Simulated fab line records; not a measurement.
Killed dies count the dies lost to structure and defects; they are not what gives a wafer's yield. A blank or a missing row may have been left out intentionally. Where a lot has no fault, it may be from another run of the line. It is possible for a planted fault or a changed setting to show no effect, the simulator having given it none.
Commonality check across tools	flow nand harc	14 lots and 42 wafers in the sample

THE REASON FOR OPENING IT
Flagged at NHARC_A_SOURCE_PLATE_THK_MEAS_09: reading thk nm, on 3 of 14 lots. Fault-free wafers read 9.8 nm, with a standard deviation of 1.
Rule: a lot gets a flag if all its wafers with a number sit over 4 standard deviations from that mean, or if no wafer of it has a number. All remaining lots are regarded as sound.

lot	measured	on	thk nm (nm), wafer by wafer	flag
L422	day 7 08:53	film metro-02	9.2 8.1 10.9	
L423	day 7 21:49	film metro-02	8.6 10.9 10.1	
L424	day 8 17:10	film metro-01	9.8 7.7 12.1	
L425	day 8 21:50	film metro-01	14.3 15.1 15.2	FLAGGED
L426	day 9 07:17	film metro-01	8.8 9.7 8.6	
L427	day 9 19:10	film metro-02	14.2 16.6 17.3	FLAGGED
L428	day 10 09:31	film metro-01	17.8 15.5 16.3	FLAGGED
L429	day 10 18:28	film metro-02	9.5 9.1 12.0	
L438	day 14 06:07	film metro-01	10.1 9.3 10.5	
L440	day 14 21:53	film metro-01	10.4 10.9 9.1	
L439	day 14 21:53	film metro-02	9.5 11.0 10.1	
L442	day 16 02:49	film metro-01	10.5 10.4 10.1	
L443	day 16 12:08	film metro-02	9.9 10.6 8.3	
L444	day 17 00:07	film metro-01	8.9 9.2 8.7	
On average the flagged lots' numbers are 15.8 nm, which is +6.0 nm against the usual, or +6 standard deviations.

WHICH TOOL EACH LOT WENT THROUGH
The record keeps 1 process step preceding the reading, out of 1302 steps on the route. Read each cell as the tool, then ch plus the chambers that the sampled wafers visited, then the start.
lot	flag	NHARC_A_SOURCE_PLATE_OXIDE_02
L422		furnace-04 ch 0, day 7 04:49
L423		furnace-01 ch 0, day 7 17:46
L424		furnace-04 ch 0, day 8 13:07
L425	FLAGGED	furnace-04 ch 0, day 8 13:07
L426		furnace-04 ch 0, day 9 03:13
L427	FLAGGED	furnace-04 ch 0, day 9 10:01
L428	FLAGGED	furnace-04 ch 0, day 9 22:07 and furnace-05 ch 0, day 10 05:09
L429		furnace-04 ch 0, day 10 14:25
L438		furnace-01 ch 0, day 14 02:02
L440		furnace-04 ch 0, day 14 17:50
L439		furnace-04 ch 0, day 14 17:50
L442		furnace-04 ch 0, day 15 22:43
L443		furnace-04 ch 0, day 16 08:08
L444		furnace-01 ch 0, day 16 20:05
What the steps here do:
- NHARC_A_SOURCE_PLATE_OXIDE_02: material SiO2, target thk 10 nm, ox time 1362 s.
- NHARC_A_SOURCE_PLATE_THK_MEAS_09: measures by ellipsometry.

FLAGGED OVER TOTAL, TOOL BY TOOL (the gauges that took the reading come last)
step	tool	lots run	flagged	share of the flagged lots	sound lots run after its first flagged lot
NHARC_A_SOURCE_PLATE_OXIDE_02	furnace-01	3	0	none	-
NHARC_A_SOURCE_PLATE_OXIDE_02	furnace-04	11	3	all	6 (L426,L429,L439,L440,L442,L443)
NHARC_A_SOURCE_PLATE_OXIDE_02	furnace-05	1	1	some	0
NHARC_A_SOURCE_PLATE_THK_MEAS_09	film metro-01	8	2	some	5 (L426,L438,L440,L442,L444)
NHARC_A_SOURCE_PLATE_THK_MEAS_09	film metro-02	6	1	some	3 (L429,L439,L443)

THE TABLE: WHAT IT ALLOWS
All flagged lots share 1 row of the table, namely furnace-04 at NHARC_A_SOURCE_PLATE_OXIDE_02.
- furnace-04 at NHARC_A_SOURCE_PLATE_OXIDE_02 ran 11 lots, 3 of them flagged. Lots that were sound ran on it after the first flagged one (L426, L429, L439, L440, L442, L443); a persistent fault on the entire tool would not allow that.
Not one row of the table ran every flagged lot while running no sound lot after the first.

WHAT HAD BEEN PUT IN BY THE SIMULATOR
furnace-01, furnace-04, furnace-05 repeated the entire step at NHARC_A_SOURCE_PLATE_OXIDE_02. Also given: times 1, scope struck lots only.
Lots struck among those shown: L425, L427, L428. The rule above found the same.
